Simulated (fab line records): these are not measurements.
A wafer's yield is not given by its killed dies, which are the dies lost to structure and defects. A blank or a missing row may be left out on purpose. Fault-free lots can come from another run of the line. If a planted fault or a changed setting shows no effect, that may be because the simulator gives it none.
A lot that was struck, set against a sound lot + flow n5 finfet + 18 out of 1938 route steps
Sound: the wafers L180.3, L180.4, L180.5. Wafers L194.2, L194.4, L194.5 were the ones struck. The cause is given at the end.
Order at every step that has rows: each side's tool, ch and its chambers, its first start. Under that, the readings that differ: sound wafers + struck wafers + difference of the means + sigmas: that difference in standard deviations of wafers without a fault.
alike: readings whose means differ by less than 2 such deviations, and words and numbers that are the same on both sides. not compared: withheld readings, readings that some wafer has no value for, bounds like >300 that may hide the same value, and numbers for which the record gives no deviation and whose values overlap.
The two part at a step that has a row with sigmas, a row that says differs or no value, or rows on one side only. Numbers that have no deviation but don't overlap get no sigmas and don't part them. Lack of a reading on every wafer of one side parts them only where that side has two or more wafers.

first, 8 steps without rows for these wafers: N5_BEOL_M8_PRE_CLEAN_55 (time 15 s); N5_BEOL_M8_DEP_56 (deposits SiCN from 3MS/NH3, target thk 10 nm, time 17.5 s); N5_BEOL_M9_ILD_DEP_00 (deposits SiCOH lowk from DEMS/porogen, target thk 308.51 nm, time 58 s); N5_BEOL_M9_CURE_71 (cures SiCOH lowk, time 240 s); N5_BEOL_M9_PECVD_70 (deposits SiO2 from TEOS/O2, target thk 20 nm, time 22.7 s); N5_BEOL_M9_HM_DEP_02 (deposits TiN, target thk 20 nm); N5_BEOL_M9_COAT_59 (time 60 s, resist thk 100 nm); N5_BEOL_M9_COAT_60 (time 60 s, resist thk 30 nm).
N5_BEOL_M9_COAT_05: resist thk 90 nm.
  sound on litho track-05 ch 0, day 10 19:05; struck on litho track-05 ch 0, day 15 04:01
| reading                                      | sound                | struck               | difference | sigmas |
|----------------------------------------------|----------------------|----------------------|------------|--------|
| spin speed rpm (rpm)                         | 1498.3 1499.3 1499.3 | 1569.9 1572.0 1571.3 | +72.1      | +72    |
| model.CAR-ArF_of_BEOL_M9_COAT_05.thk nm (nm) | 90.2 90.2 90         | 87.8 88 87.8         | -2.3       |        |
  alike: exhaust pa
then, 6 steps without rows for these wafers: N5_BEOL_M9_EBR_07; N5_BEOL_M9_SOFTBAKE_06 (time 60 s); N5_BEOL_M9_EXPOSE_08 (exposes mask M9); N5_BEOL_M9_PEB_09 (peb time 60 s); N5_BEOL_M9_DEVELOP_10 (develop time 30 s); N5_BEOL_M9_DESCUM_16 (chemistry O2, time 7.9 s).
N5_BEOL_M9_ETCH_61: etches SiARC in CF4, target depth 39 nm, time 65 s.
  sound on rie diel-06 ch 0,2, day 10 19:34; struck on rie diel-06 ch 1,3, day 15 04:35
| reading                                      | sound        | struck         | difference | sigmas |
|----------------------------------------------|--------------|----------------|------------|--------|
| model.CAR-ArF_of_BEOL_M9_COAT_05.thk nm (nm) | 55.6 56 55.4 | 53.2 53.4 53.4 | -2.3       |        |
  alike: bias w, drypump motor current A, etch rf on time s, oes product au, rf vpp V, showerhead plenum p Torr, throttle valve pct
  not compared: rf hours counter h
then, 1 step without rows for these wafers: N5_BEOL_M9_ETCH_62 (etches SOC in N2/H2, target depth 110 nm, overetch 22 nm, time 165 s).
N5_PASSIVATION_PROBE_49:
  the record has rows for the sound wafers here (prober-02, day 13 07:19) and none for the struck ones

## WHERE THEY PART
At N5_BEOL_M9_COAT_05 first; at N5_PASSIVATION_PROBE_49 last (within this record only).

WHY: what the simulator had put in
Drift in process parameters on litho track-05 at N5_BEOL_M9_COAT_05, starting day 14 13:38. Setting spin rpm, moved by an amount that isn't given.
